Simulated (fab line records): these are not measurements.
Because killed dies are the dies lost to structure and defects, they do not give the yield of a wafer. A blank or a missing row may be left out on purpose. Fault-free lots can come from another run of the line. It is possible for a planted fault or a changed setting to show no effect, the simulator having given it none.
fab line records -- flow n5_finfet
[record] lots = 10, wafers = 30, last_day = 17
route steps=1938 shown BEOL_M4@1103 BEOL_M5@1114 PASSIVATION@1936
lots untouched by any fault: they come from a run of this same line in which no faults occurred
start_h: start of the lot's first displayed wafer, in hours after the record's first day -- wait_h: hours elapsed since this lot's preceding step -- " repeats the value in the row above -- L1.1+2: one row covering several wafers at once -- - value missing, or start not given -- * or withheld: withheld -- < > ~ a bound
route shown NAME@n: NAME is a module with steps in the file, n the number in the route of the first one -- usual: mean/standard deviation of fault-free wafers -- same: alike in all rows -- chamber/n: place in a boat -- sites: each site's reading -- _std_site: standard deviation across them -- _edge_site: outer sites' mean less inner sites' -- radius_mm: for every site, how far away it sits from the centre of the wafer -- mask NAME#n: copy n -- behind: tool/chamber where the wafer was last shaped -- hold: the reason the lot was held/the length of the hold in hours/how it ended -- device: transistor that didn't switch, given as n, p or np -- end of line: tests of these same wafers at the route's end -- for a step that has no rows: nothing shown but its recipe -- killed: the dies lost at the first sort to structure and to defects; this is not the yield of the wafer -- map: shows each die of a wafer: x if killed, . if not, _ if none is there
set.NAME: the setting that was run; set.NAME@STEP: the one run at that earlier step -- model.NAME: the simulator's own value behind a step, which no gauge read
a sample of lots followed through the steps of the route, with each step as a table and each wafer as a row
services: a tool's chamber out of use, with start hour (start_h, from the record's first day; less than 0 if before it), hours out, and reason
[[steps]]
[step N5_BEOL_M4_CMP_52]
[recipe] stop_on = SiOC, t_overpolish_s = 6.8, down_force_psi = 1, platen_rpm = 50, clearing_platen_down_force_psi = 1.5, clearing_platen_rpm = 50, post_cmp_clean = cu_alkaline, target_thk_nm = 40, clearing_platen_pad_velocity_m_s = 0.99484, pad_velocity_m_s = 0.99484
[usual] barrier_field_endpoint_s = 24.8/0.71, head_pressure_psi = 1.0000/0.002, motor_current_A = 6.1/0.68, overpolish_run_s = 6.800/0.0095, time_to_endpoint_s = 62/4
lot.wafer,tool,chamber,start_h,wait_h,barrier_field_endpoint_s,head_pressure_psi,motor_current_A,overpolish_run_s,time_to_endpoint_s
L464.1,cmp-04,3,174.79,0.3,24.3,0.9987,7.0,6.792,64
L464.4,cmp-04,1,174.79,0.3,25.1,0.9996,6.3,6.813,59
L464.6,cmp-04,0,174.79,0.3,25.2,1.0026,5.3,6.798,63
L465.2,cmp-01,0,180.72,0.2,25.1,1.0030,6.1,6.795,60
L465.6,cmp-01,0,180.72,0.2,25.9,1.0046,6.2,6.795,63
L465.5,cmp-01,1,180.72,0.2,25.2,0.9994,5.1,6.791,62
L466.4,cmp-01,0,182.11,0.1,24.8,1.0035,6.2,6.797,61
L466.1,cmp-01,1,182.11,0.1,24.1,1.0000,5.1,6.803,61
L466.2,cmp-01,2,182.11,0.1,25.0,0.9966,7.1,6.809,60
L471.3,cmp-04,2,223.07,0.2,24.7,0.9979,5.8,6.789,57
L471.1,cmp-04,0,223.07,0.2,24.6,0.9999,5.2,6.801,63
L471.2,cmp-04,1,223.07,0.2,24.2,1.0006,6.3,6.784,59
L475.3,cmp-03,0,250.32,0.2,24.8,1.0019,6.3,6.824,65
L475.1,cmp-03,3,250.32,0.2,23.8,0.9971,6.0,6.798,55
L475.5,cmp-03,1,250.32,0.2,24.0,0.9987,5.5,6.809,53
L478.2,cmp-03,1,257.94,0.2,23.5,1.0001,5.2,6.815,59
L478.3,cmp-03,2,257.94,0.2,23.4,0.9999,6.4,6.809,58
L478.4,cmp-03,3,257.94,0.2,24.2,0.9990,5.7,6.798,58
L479.3,cmp-01,3,263.32,0.3,24.1,1.0005,7.1,6.788,62
L479.4,cmp-01,0,263.32,0.3,24.6,1.0023,5.8,6.800,62
L479.6,cmp-01,1,263.32,0.3,25.1,1.0003,5.2,6.786,61
L482.2,cmp-04,3,287.33,0.2,25.8,1.0018,7.1,6.803,67
L482.3,cmp-04,1,287.33,0.2,25.2,1.0006,6.3,6.803,62
L482.4,cmp-04,2,287.33,0.2,26.0,1.0018,5.8,6.792,69
L483.1,cmp-03,2,291.07,0.3,24.4,0.9992,6.7,6.802,58
L483.4,cmp-03,3,291.07,0.3,24.0,0.9963,5.5,6.801,56
L483.5,cmp-03,1,291.07,0.3,24.0,0.9989,5.6,6.805,56
L484.2,cmp-04,1,297.57,2.8,24.9,0.9990,6.2,6.805,63
L484.1,cmp-04,3,297.57,2.8,24.7,1.0037,7.2,6.806,63
L484.6,cmp-04,1,297.57,2.8,25.4,0.9993,6.5,6.811,65
[step N5_BEOL_M4_RS_MEAS_58]
[recipe] thk_meas_gauge = four-point-probe, reads = Co_of_BEOL_M4_CO_CAP_55+Cu_of_BEOL_M4_ECD_50+Co_of_BEOL_M4_CVD_47+TaN_of_BEOL_M4_ALD_84
[usual] M4_RS = 0.67/0.031
lot.wafer,tool,chamber,start_h,wait_h,M4_RS[ohm/sq]
L464.1,film_metro-02,-,175.34,0.0,0.65
L464.4,film_metro-02,-,175.34,0.0,0.68
L464.6,film_metro-02,-,175.34,0.0,0.69
L465.2,film_metro-01,-,181.28,0.1,0.67
L465.5,film_metro-01,-,181.28,0.1,0.69
L465.6,film_metro-01,-,181.28,0.1,0.64
L466.1,film_metro-02,-,182.66,0.0,0.63
L466.2,film_metro-02,-,182.66,0.0,0.65
L466.4,film_metro-02,-,182.66,0.0,0.67
L471.1,film_metro-02,-,223.62,0.0,0.65
L471.2,film_metro-02,-,223.62,0.0,0.73
L471.3,film_metro-02,-,223.62,0.0,0.68
L475.1,film_metro-01,-,250.93,0.0,0.67
L475.3,film_metro-01,-,250.93,0.0,0.61
L475.5,film_metro-01,-,250.93,0.0,0.70
L478.2,film_metro-02,-,258.49,0.1,0.67
L478.3,film_metro-02,-,258.49,0.1,0.70
L478.4,film_metro-02,-,258.49,0.1,0.70
L479.3,film_metro-01,-,263.80,0.1,0.68
L479.4,film_metro-01,-,263.80,0.1,0.63
L479.6,film_metro-01,-,263.80,0.1,0.64
L482.2,film_metro-02,-,287.89,0.1,0.65
L482.3,film_metro-02,-,287.89,0.1,0.72
L482.4,film_metro-02,-,287.89,0.1,0.71
L483.1,film_metro-01,-,291.58,0.0,0.70
L483.4,film_metro-01,-,291.58,0.0,0.74
L483.5,film_metro-01,-,291.58,0.0,0.71
L484.1,film_metro-01,-,298.13,0.0,0.69
L484.2,film_metro-01,-,298.13,0.0,0.69
L484.6,film_metro-01,-,298.13,0.0,0.69
[step N5_BEOL_M4_RC_MEAS_101]
[usual] DIBL_N = 36.3/1.7, DIBL_P = 36.5/1.8, IOFF_N = 0.16/0.033, IOFF_P = 0.21/0.037, ION_N = 675/11, ION_P = 462/7.9, SS_N = 71.6/0.64, SS_P = 73.3/0.68, VT_N = 249/3.3, VT_P = -250/3.3
lot.wafer,tool,chamber,start_h,wait_h,DIBL_N[mV/V],DIBL_P[mV/V],IOFF_N[nA/um],IOFF_P[nA/um],ION_N[uA/um],ION_P[uA/um],SS_N[mV/dec],SS_P[mV/dec],VT_N[mV],VT_P[mV]
L464.1,prober-01,0,175.39,0.0,37.0,37.9,0.16,0.23,674,464,71.5,73.7,249,-251
L464.4,prober-01,0,175.39,0.0,35.9,36.4,0.14,0.22,669,461,71.1,73.5,251,-250
L464.6,prober-01,0,175.39,0.0,36.4,36.4,0.14,0.21,675,471,71.3,73.1,251,-250
L465.2,prober-01,0,181.49,0.2,35.7,36.1,0.15,0.18,682,467,71.0,73.3,251,-251
L465.5,prober-01,0,181.49,0.2,33.6,33.4,0.11,0.14,681,462,71.0,72.8,255,-257
L465.6,prober-01,0,181.49,0.2,36.1,36.5,0.14,0.18,677,463,71.5,73.3,253,-253
L466.1,prober-01,0,182.71,0.0,36.4,35.8,0.15,0.22,672,463,72.0,72.9,249,-248
L466.2,prober-01,0,182.71,0.0,38.2,38.6,0.19,0.26,682,470,71.9,74.6,245,-246
L466.4,prober-01,0,182.71,0.0,37.6,37.2,0.16,0.24,671,466,72.3,74.0,250,-245
L471.1,prober-02,0,223.77,0.1,34.4,34.8,0.11,0.16,662,448,70.0,72.8,253,-257
L471.2,prober-02,0,223.77,0.1,36.1,37.7,0.14,0.21,653,460,70.6,73.9,253,-251
L471.3,prober-02,0,223.77,0.1,36.9,38.2,0.15,0.20,662,450,71.1,73.8,251,-253
L475.1,prober-02,0,250.98,0.0,38.8,39.3,0.21,0.25,672,458,71.6,74.9,245,-249
L475.3,prober-02,0,250.98,0.0,36.4,34.7,0.15,0.17,665,448,71.3,72.5,253,-253
L475.5,prober-02,0,250.98,0.0,38.9,38.0,0.21,0.22,676,453,72.8,74.5,248,-250
L478.2,prober-02,0,258.71,0.2,38.3,38.1,0.17,0.20,681,455,72.2,74.4,250,-254
L478.3,prober-02,0,258.71,0.2,37.4,36.6,0.15,0.19,660,457,72.0,73.6,252,-255
L478.4,prober-02,0,258.71,0.2,39.3,38.4,0.17,0.20,661,450,73.0,73.8,251,-253
L479.3,prober-02,0,264.16,0.3,37.3,35.4,0.16,0.22,675,466,71.4,72.8,247,-246
L479.4,prober-02,0,264.16,0.3,35.6,34.2,0.15,0.22,703,481,71.4,72.5,246,-244
L479.6,prober-02,0,264.16,0.3,35.4,34.3,0.14,0.21,677,469,71.2,72.8,249,-245
L482.2,prober-02,0,288.09,0.2,33.4,33.1,0.13,0.17,682,465,71.4,72.7,251,-254
L482.3,prober-02,0,288.09,0.2,35.3,34.8,0.16,0.19,677,462,71.3,73.6,247,-251
L482.4,prober-02,0,288.09,0.2,34.3,33.9,0.14,0.18,672,459,71.9,73.2,250,-252
L483.1,prober-02,0,291.64,0.0,40.0,40.9,0.28,0.27,717,475,72.9,74.6,241,-250
L483.4,prober-02,0,291.64,0.0,38.2,38.7,0.23,0.24,695,461,73.1,74.5,242,-249
L483.5,prober-02,0,291.64,0.0,37.6,37.9,0.21,0.22,687,459,71.7,73.4,245,-251
L484.1,prober-02,0,298.18,0.0,36.2,35.1,0.14,0.17,662,447,71.2,73.8,253,-251
L484.2,prober-02,0,298.18,0.0,37.3,36.3,0.16,0.18,677,458,72.1,73.9,249,-254
L484.6,prober-02,0,298.18,0.0,37.5,37.0,0.16,0.20,673,458,71.5,74.2,247,-253
[step N5_BEOL_M5_THK_MEAS_01]
[recipe] reads = SiCOH_lowk_of_BEOL_M5_ILD_DEP_00
[usual] M5_ILD_THK = 120.9/1.9
lot.wafer,tool,chamber,start_h,wait_h,M5_ILD_THK[nm]
L464.1,film_metro-02,-,176.93,0.4,122.5
L464.4,film_metro-02,-,176.93,0.4,124.5
L464.6,film_metro-02,-,176.93,0.4,122.9
L465.2,film_metro-02,-,182.88,0.4,120.5
L465.5,film_metro-02,-,182.88,0.4,123.3
L465.6,film_metro-02,-,182.88,0.4,124.9
L466.1,film_metro-02,-,184.25,0.4,117.5
L466.2,film_metro-02,-,184.25,0.4,120.5
L466.4,film_metro-02,-,184.25,0.4,121.2
L471.1,film_metro-02,-,225.33,0.4,118.8
L471.2,film_metro-02,-,225.33,0.4,117.2
L471.3,film_metro-02,-,225.33,0.4,118.8
L475.1,film_metro-01,-,252.89,0.4,122.3
L475.3,film_metro-01,-,252.89,0.4,119.6
L475.5,film_metro-01,-,252.89,0.4,124.8
L478.2,film_metro-01,-,260.22,0.4,120.5
L478.3,film_metro-01,-,260.22,0.4,120.2
L478.4,film_metro-01,-,260.22,0.4,121.5
L479.3,film_metro-02,-,265.38,0.3,117.6
L479.4,film_metro-02,-,265.38,0.3,121.6
L479.6,film_metro-02,-,265.38,0.3,121.6
L482.2,film_metro-02,-,290.00,0.7,121.4
L482.3,film_metro-02,-,290.00,0.7,119.3
L482.4,film_metro-02,-,290.00,0.7,121.4
L483.1,film_metro-02,-,293.90,0.8,121.0
L483.4,film_metro-02,-,293.90,0.8,123.2
L483.5,film_metro-02,-,293.90,0.8,121.3
L484.1,film_metro-01,-,300.19,0.8,120.8
L484.2,film_metro-01,-,300.19,0.8,120.9
L484.6,film_metro-01,-,300.19,0.8,124.2
[step N5_BEOL_M5_EXPOSE_08]
[recipe] mask_id = M5, na = 0.33, source_shape = annular, sigma_inner = 0.4, sigma_outer = 0.8, polarization = unpolarized, target_cd_nm = 28, dose_mj = 35.75
lot.wafer,tool,chamber,start_h,wait_h,mask
L464.1+4+6,euv_scanner-02,0,178.21,-,M5#0
L465.2+5+6,euv_scanner-01,0,185.04,-,M5#0
L466.1+2+4,euv_scanner-02,0,185.74,-,M5#0
L471.1+2+3,euv_scanner-02,0,225.71,-,M5#0
L475.1+3+5,euv_scanner-02,0,253.37,-,M5#0
L478.2+3+4,euv_scanner-01,0,263.14,-,M5#0
L479.3+4+6,euv_scanner-01,0,266.33,-,M5#0
L482.2+3+4,euv_scanner-01,0,290.69,-,M5#0
L483.1+4+5,euv_scanner-01,0,298.59,-,M5#0
L484.1+2+6,euv_scanner-01,0,301.33,-,M5#0
[step N5_BEOL_M5_OVL_MEAS_12]
[recipe] points_per_wafer = 522
[usual] M5_OVL = -0.3/0.69
lot.wafer,tool,chamber,start_h,wait_h,M5_OVL[nm]
L464.1,overlay-02,0,178.37,0.0,-0.5
L464.4,overlay-02,0,178.37,0.0,1.0
L464.6,overlay-02,0,178.37,0.0,-0.5
L465.2,overlay-01,0,185.20,0.0,0.3
L465.5,overlay-01,0,185.20,0.0,0.4
L465.6,overlay-01,0,185.20,0.0,-0.2
L466.1,overlay-01,0,185.90,0.0,-0.8
L466.2,overlay-01,0,185.90,0.0,0.1
L466.4,overlay-01,0,185.90,0.0,0.4
L471.1,overlay-02,0,225.86,0.0,13.3
L471.2,overlay-02,0,225.86,0.0,11.5
L471.3,overlay-02,0,225.86,0.0,12.9
L475.1,overlay-02,0,253.54,0.0,13.3
L475.3,overlay-02,0,253.54,0.0,12.8
L475.5,overlay-02,0,253.54,0.0,12.7
L478.2,overlay-02,0,263.29,0.0,0.3
L478.3,overlay-02,0,263.29,0.0,-0.4
L478.4,overlay-02,0,263.29,0.0,-0.1
L479.3,overlay-01,0,266.49,0.0,-0.2
L479.4,overlay-01,0,266.49,0.0,0.6
L479.6,overlay-01,0,266.49,0.0,-1.0
L482.2,overlay-02,0,290.85,0.0,-0.3
L482.3,overlay-02,0,290.85,0.0,0.1
L482.4,overlay-02,0,290.85,0.0,-0.5
L483.1,overlay-02,0,298.75,0.0,1.2
L483.4,overlay-02,0,298.75,0.0,-0.5
L483.5,overlay-02,0,298.75,0.0,0.1
L484.1,overlay-02,0,301.49,0.0,-0.4
L484.2,overlay-02,0,301.49,0.0,-0.8
L484.6,overlay-02,0,301.49,0.0,-0.9
[step N5_PASSIVATION_PROBE_49]
[usual] defect_limited_yield = 91.3/1.5, killed_at_M0_to_M3 = 34/9.4, killed_at_M4_up = 13/5.3, killed_at_contacts = 13/5.7, killed_at_front_end = 40/10, killed_at_other = 3.7/2.8, killed_dies = 103/17, killed_on_rim = 13/4.2, killed_open = 67/13, killed_short = 35/8.5, sort_bin_4_leakage = 0.00/0.016, sort_bin_5_function = 5.0/0.98, sort_bin_6_memory = 3.3/0.7, sort_n_pass = 1077/17, sort_yield_pct = 91.3/1.5
[same] gross_dies = 1180, killed_at_back_side = 0, sort_bin_8_speed[%] = 0
lot.wafer,tool,chamber,start_h,wait_h,defect_limited_yield[%],killed_at_M0_to_M3,killed_at_M4_up,killed_at_contacts,killed_at_front_end,killed_at_other,killed_dies,killed_on_rim,killed_open,killed_short,sort_bin_4_leakage[%],sort_bin_5_function[%],sort_bin_6_memory[%],sort_n_pass,sort_yield_pct[%]
L464.1,prober-02,-,272.68,0.0,90.1,41,11,14,51,0,117,17,69,47,0,5.7,3.7,1063,90.1
L464.4,prober-02,-,272.83,0.2,93.0,26,10,13,33,1,83,10,57,24,0,4.2,2.5,1097,93.0
L464.6,prober-02,-,272.93,0.3,93.5,37,8,9,19,4,77,9,51,24,0,3.6,2.8,1103,93.5
L465.2,prober-02,-,285.28,0.1,87.9,46,13,20,55,9,143,23,97,45,0,7.0,4.7,1037,87.9
L465.5,prober-02,-,285.43,0.2,88.6,56,12,17,47,2,134,21,87,46,0,7.5,3.3,1046,88.6
L465.6,prober-02,-,285.48,0.3,89.7,40,15,23,39,5,122,10,75,47,0,6.1,3.7,1058,89.7
L471.1,prober-01,-,331.29,0.0,6.8,33,1027,7,24,9,1100,141,56,28,0,46.4,2.8,80,6.8
L471.2,prober-01,-,331.34,0.1,18.7,37,871,5,42,4,959,117,68,38,0,40.0,4.2,221,18.7
L471.3,prober-01,-,331.39,0.1,15.4,34,927,7,24,6,998,123,54,34,0,44.9,2.6,182,15.4
L475.1,prober-01,-,355.52,0.0,1.4,24,1072,11,51,5,1163,150,70,37,0,50.5,3.7,17,1.4
L475.3,prober-01,-,355.62,0.1,1.8,25,1053,18,59,4,1159,149,68,44,0,49.8,3.5,21,1.8
L475.5,prober-01,-,355.72,0.2,0.6,26,1085,15,39,8,1173,152,67,27,0,51.4,3.1,7,0.6
L478.2,prober-02,-,370.13,0.2,89.7,28,17,12,57,7,121,10,76,35,0,5.1,4.2,1059,89.7
L478.3,prober-02,-,370.18,0.3,92.0,42,13,2,32,5,94,13,70,24,0,4.6,3.0,1086,92.0
L478.4,prober-02,-,370.23,0.3,93.5,31,10,3,31,2,77,15,48,27,0,3.9,2.3,1103,93.5
// killed by level:class
L464.1 STI_FIN_REVEAL:geometric_particle:open=13 MOL_CONTACT_COAG:geometric_particle:open=10 BEOL_M1:geometric_particle:short=9 BEOL_M3:geometric_particle:open=9 BEOL_M0_SAQP:geometric_particle:short=8 FIN_SAQP:geometric_particle:short=7 GATE_CUT:geometric_particle:short=7 FIN_SAQP:geometric_particle:open=6
L464.4 BEOL_M1:geometric_particle:open=10 MOL_CONTACT_COAG:geometric_particle:open=9 GATE_CUT:geometric_particle:open=5 BEOL_M2:geometric_particle:open=5 STARTING-WAFER:geometric_particle:open=5 GATE_CUT:geometric_particle:short=4 MOL_CONTACT_COAG:geometric_particle:short=4 BEOL_M0_SAQP:geometric_particle:open=4
L464.6 BEOL_M0_SAQP:geometric_particle:short=8 BEOL_M1:geometric_particle:open=8 MOL_CONTACT_COAG:geometric_particle:open=7 BEOL_M2:geometric_particle:open=6 BEOL_M3:geometric_particle:open=6 BEOL_M3:geometric_particle:short=4 STI_FIN_REVEAL:geometric_particle:open=3 ILD0:geometric_particle:short=3
L465.2 MOL_CONTACT_COAG:geometric_particle:open=17 FIN_SAQP:geometric_particle:open=16 BEOL_M3:geometric_particle:open=11 FIN_SAQP:geometric_particle:short=10 BEOL_M0_SAQP:geometric_particle:short=10 STI_FIN_REVEAL:geometric_particle:open=9 BEOL_M0_SAQP:geometric_particle:open=9 BEOL_M1:geometric_particle:open=8
L465.5 BEOL_M3:geometric_particle:open=19 FIN_SAQP:geometric_particle:short=13 MOL_CONTACT_COAG:geometric_particle:open=13 FIN_SAQP:geometric_particle:open=12 BEOL_M0_SAQP:geometric_particle:short=9 BEOL_M0_SAQP:geometric_particle:open=7 BEOL_M1:geometric_particle:open=7 BEOL_M3:geometric_particle:short=6
L465.6 MOL_CONTACT_COAG:geometric_particle:open=18 BEOL_M3:geometric_particle:open=12 FIN_SAQP:geometric_particle:open=11 BEOL_M0_SAQP:geometric_particle:short=11 FIN_SAQP:geometric_particle:short=10 BEOL_M0_SAQP:geometric_particle:open=7 BEOL_M1:geometric_particle:open=6 MOL_CONTACT_COAG:geometric_particle:short=5
L471.1 BEOL_M5:overlay=1016 BEOL_M0_SAQP:geometric_particle:short=10 BEOL_M2:geometric_particle:open=9 BEOL_M0_SAQP:geometric_particle:open=8 MOL_CONTACT_COAG:geometric_particle:open=7 FIN_SAQP:geometric_particle:short=6 ILD0:geometric_particle:open=5 BEOL_M4:geometric_particle:open=5
L471.2 BEOL_M5:overlay=851 FIN_SAQP:geometric_particle:short=12 STI_FIN_REVEAL:geometric_particle:open=12 BEOL_M4:geometric_particle:open=12 BEOL_M0_SAQP:geometric_particle:short=11 BEOL_M2:geometric_particle:open=10 BEOL_M0_SAQP:geometric_particle:open=7 DUMMY_GATE:geometric_particle:open=6
L471.3 BEOL_M5:overlay=910 FIN_SAQP:geometric_particle:short=11 BEOL_M0_SAQP:geometric_particle:open=10 BEOL_M4:geometric_particle:open=8 MOL_CONTACT_COAG:geometric_particle:open=6 BEOL_M0_SAQP:geometric_particle:short=6 BEOL_M2:geometric_particle:open=6 BEOL_M1:geometric_particle:short=4
L475.1 BEOL_M5:overlay=1055 MOL_CONTACT_COAG:geometric_particle:open=10 BEOL_M2:geometric_particle:open=9 STI_FIN_REVEAL:geometric_particle:open=7 FIN_SAQP:geometric_particle:open=6 GATE_CUT:geometric_particle:short=6 GATE_CUT:geometric_particle:open=6 BEOL_M4:geometric_particle:open=6
L475.3 BEOL_M5:overlay=1047 FIN_SAQP:geometric_particle:open=13 MOL_CONTACT_COAG:geometric_particle:open=11 BEOL_M2:geometric_particle:open=10 STI_FIN_REVEAL:geometric_particle:open=8 FIN_SAQP:geometric_particle:short=7 MOL_CONTACT_COAG:geometric_particle:short=7 STI_FIN_REVEAL:geometric_particle:short=6
L475.5 BEOL_M5:overlay=1078 MOL_CONTACT_COAG:geometric_particle:open=14 BEOL_M2:geometric_particle:open=12 GATE_CUT:geometric_particle:short=8 STARTING-WAFER:geometric_particle:open=7 FIN_SAQP:geometric_particle:open=6 BEOL_M0_SAQP:geometric_particle:open=4 FIN_SAQP:geometric_particle:short=3
L478.2 FIN_SAQP:geometric_particle:open=15 MOL_CONTACT_COAG:geometric_particle:open=9 BEOL_M2:geometric_particle:open=9 HKMG_FIN:area_etch=9 DUMMY_GATE:geometric_particle:open=8 BEOL_M0_SAQP:geometric_particle:short=7 BEOL_M4:geometric_particle:open=7 STI_FIN_REVEAL:geometric_particle:open=5
L478.3 BEOL_M4:geometric_particle:open=10 FIN_SAQP:geometric_particle:open=9 DUMMY_GATE:geometric_particle:open=9 BEOL_M0_SAQP:geometric_particle:short=9 BEOL_M1:geometric_particle:open=7 BEOL_M3:geometric_particle:open=7 BEOL_M0_SAQP:geometric_particle:open=6 BEOL_M2:geometric_particle:open=6
L478.4 FIN_SAQP:geometric_particle:open=10 BEOL_M0_SAQP:geometric_particle:short=9 DUMMY_GATE:geometric_particle:open=7 BEOL_M0_SAQP:geometric_particle:open=7 BEOL_M3:geometric_particle:open=7 BEOL_M4:geometric_particle:open=7 FIN_SAQP:geometric_particle:short=3 DUMMY_GATE:geometric_particle:short=3
[[services]]
tool,chamber,start_h,hours,kind
euv_scanner-02,-,156.12,1.0,pm
euv_scanner-01,-,169.13,1.0,pm
cmp-03,-,185.30,6.0,repair
cmp-01,-,193.40,0.3,repair
euv_scanner-01,-,208.25,1.9,repair
euv_scanner-02,-,212.27,1.0,pm
euv_scanner-01,-,214.53,4.6,pm
cmp-01,-,221.20,4.0,pm
euv_scanner-01,-,225.28,1.0,pm
cmp-04,-,239.30,0.7,repair
euv_scanner-02,-,241.70,4.6,pm
cmp-01,-,247.09,14.3,pm
cmp-03,-,260.77,3.3,pm
cmp-04,-,262.37,5.8,repair
euv_scanner-02,-,265.96,0.2,repair
cmp-01,-,268.07,5.1,pm
euv_scanner-02,-,268.42,1.0,pm
cmp-03,-,273.35,1.4,repair
cmp-04,-,279.00,5.4,pm
euv_scanner-01,-,281.43,1.0,pm
cmp-04,-,287.56,4.0,pm
euv_scanner-01,-,289.40,1.1,repair
cmp-03,-,292.18,4.0,pm
euv_scanner-02,-,296.18,2.4,repair
[[key]]
[first_sign] step = N5_BEOL_M5_OVL_MEAS_12, reading = M5_OVL, direction = up, sigmas = 19, usual = -0.3, struck = 12.7
[effect] step = N5_PASSIVATION_PROBE_49, reading = killed_at_M4_up, direction = up, sigmas = 99+, usual = 13, struck = 1006
[more_kills_born_at] N5_BEOL_M5_EXPOSE_08@euv_scanner-02 = 5957
met_at N5_BEOL_M5_EXPOSE_08
struck_lots L471,L475
not_acting_at N5_BEOL_M4_CMP_52,N5_BEOL_M4_RS_MEAS_58,N5_BEOL_M5_THK_MEAS_01
onset_between 185.74 225.71
[fault] kind = scanner_matching_overlay, tool = euv_scanner-02, chamber = -, onset_h = 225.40, steps = N5_BEOL_M5_EXPOSE_08, offset = 12.41
